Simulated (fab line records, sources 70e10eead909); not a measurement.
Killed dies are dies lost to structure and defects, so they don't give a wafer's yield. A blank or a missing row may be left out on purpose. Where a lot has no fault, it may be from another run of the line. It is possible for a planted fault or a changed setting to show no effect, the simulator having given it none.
The tool behind it: which one?	flow nand_harc	6 lots, 18 wafers sampled, at 4 steps of a route of 1159

## WHAT THE GAUGES SHOWED, per wafer
NHARC_END_SORT_01.
lot	measured	on	killed_at_periphery
L849	day 21 15:29	prober-02	4 6 1
L856	day 23 09:14	prober-01	4 3 1
L858	day 23 21:34	prober-02	652 642 653
L862	day 24 20:14	prober-01	2 5 2

## WHICH TOOL RAN EACH LOT (tool, then ch and the chambers of the sampled wafers, then the start)
lot	NHARC_P_M1_PVD_21	NHARC_P_M1_ANNEAL_31	NHARC_P_M1_CMP_23
L843	pvd_sputter-01, day 6 20:59	rtp_anneal-01 ch 0, day 6 21:36	cmp-01 ch 0,1, day 6 21:50
L842	pvd_sputter-02, day 7 00:10	rtp_anneal-01 ch 0, day 7 00:43	cmp-01 ch 0,2, day 7 01:02
L849	pvd_sputter-02, day 7 23:27	rtp_anneal-02 ch 0, day 8 00:02	cmp-01 ch 1,2, day 8 00:22
L856	pvd_sputter-03, day 9 21:50	rtp_anneal-02 ch 0, day 9 22:22	cmp-04 ch 2,3, day 9 22:44
L858	pvd_sputter-01, day 10 04:58	rtp_anneal-02 ch 0, day 10 05:34	cmp-02 ch 0,2,3, day 10 05:53
L862	pvd_sputter-02, day 11 08:21	rtp_anneal-01 ch 0, day 11 08:55	cmp-04 ch 0,1,3, day 11 09:16
- NHARC_P_M1_PVD_21: deposits Cu, target thk 30 nm, time 20.49 s.
- NHARC_P_M1_ANNEAL_31: time 90 s.
- NHARC_P_M1_CMP_23: polishes, t overpolish 20 s, target thk 157.82 nm.

## THE ANSWER, worked out from the rows above alone
Rule: the usual values come from the lots themselves. Put in order of their means at a reading, lots are off if they are a third of the lots or fewer, leave a main group of 4 or more, and stand apart from it by a gap of 3 or more times the standard deviation of the main group's means; of several such gaps the widest counts. If all means in a main group match to the digits the tables above print for the reading, that group is not used. Also off: a lot with no number at a reading for which 4 or more lots have one. Any other lot the step has rows for is counted as sound.
None of the lots is off at any reading shown; this tells nothing.

## WHAT THE SIMULATOR HAD PUT IN
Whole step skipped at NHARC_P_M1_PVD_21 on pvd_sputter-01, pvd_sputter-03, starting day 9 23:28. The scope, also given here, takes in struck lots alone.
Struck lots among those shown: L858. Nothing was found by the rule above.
